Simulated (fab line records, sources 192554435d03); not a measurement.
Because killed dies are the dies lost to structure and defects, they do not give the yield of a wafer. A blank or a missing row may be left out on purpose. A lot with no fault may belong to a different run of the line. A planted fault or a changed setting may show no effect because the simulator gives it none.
Matching of chambers / flow n5 finfet / 4 sister chambers for N5_SDB_CMP_30 on cmp-04
The step polishes, stops on poly-Si, t overpolish 1.54 s, target thk 30 nm. 4 wafers are shown with their chamber, then 8 later ones without.

== WAFERS PAIRED WITH THEIR CHAMBERS ==
wafer=L537.2; chamber=0; motor current A (A)=13.2
wafer=L537.4; chamber=3; motor current A (A)=11.3
wafer=L539.3; chamber=1; motor current A (A)=11.2
wafer=L540.4; chamber=2; motor current A (A)=12.3

== WAFERS WHOSE CHAMBER IS MISSING ==
wafer=L540.5; motor current A (A)=12.8
wafer=L540.6; motor current A (A)=11.4
wafer=L547.4; motor current A (A)=12.1
wafer=L547.5; motor current A (A)=12.5
wafer=L547.6; motor current A (A)=11.5
wafer=L548.2; motor current A (A)=11.1
wafer=L548.3; motor current A (A)=12.9
wafer=L548.5; motor current A (A)=12.5

== EACH ONE'S CHAMBER ==
wafer=L540.5; from the rows above=can't be placed: 0 or 2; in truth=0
wafer=L540.6; from the rows above=can't be placed: 3 or 1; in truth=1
wafer=L547.4; from the rows above=2; in truth=2
wafer=L547.5; from the rows above=2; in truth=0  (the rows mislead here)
wafer=L547.6; from the rows above=can't be placed: 3 or 1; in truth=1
wafer=L548.2; from the rows above=can't be placed: 1 or 3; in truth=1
wafer=L548.3; from the rows above=can't be placed: 0 or 2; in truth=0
wafer=L548.5; from the rows above=2; in truth=2
Placed correctly: 2 of 8. Cannot be placed on the basis of these rows: 5; the candidates contain the true chamber in 5. 1 placed wrongly.
How it was worked out, from the rows above alone: a wafer's distance from a chamber is the root of the sum, over the readings, of the square of ((its reading less the chamber's mean) divided by the reading's scatter). If the next closest chamber is less than 2 further off than the closest, the wafer can't be placed; otherwise it belongs to the closest. A chamber's mean is the mean of its shown wafers. The scatter: root of mean squared gap, hidden wafer to nearest shown wafer, with one shown wafer a chamber.
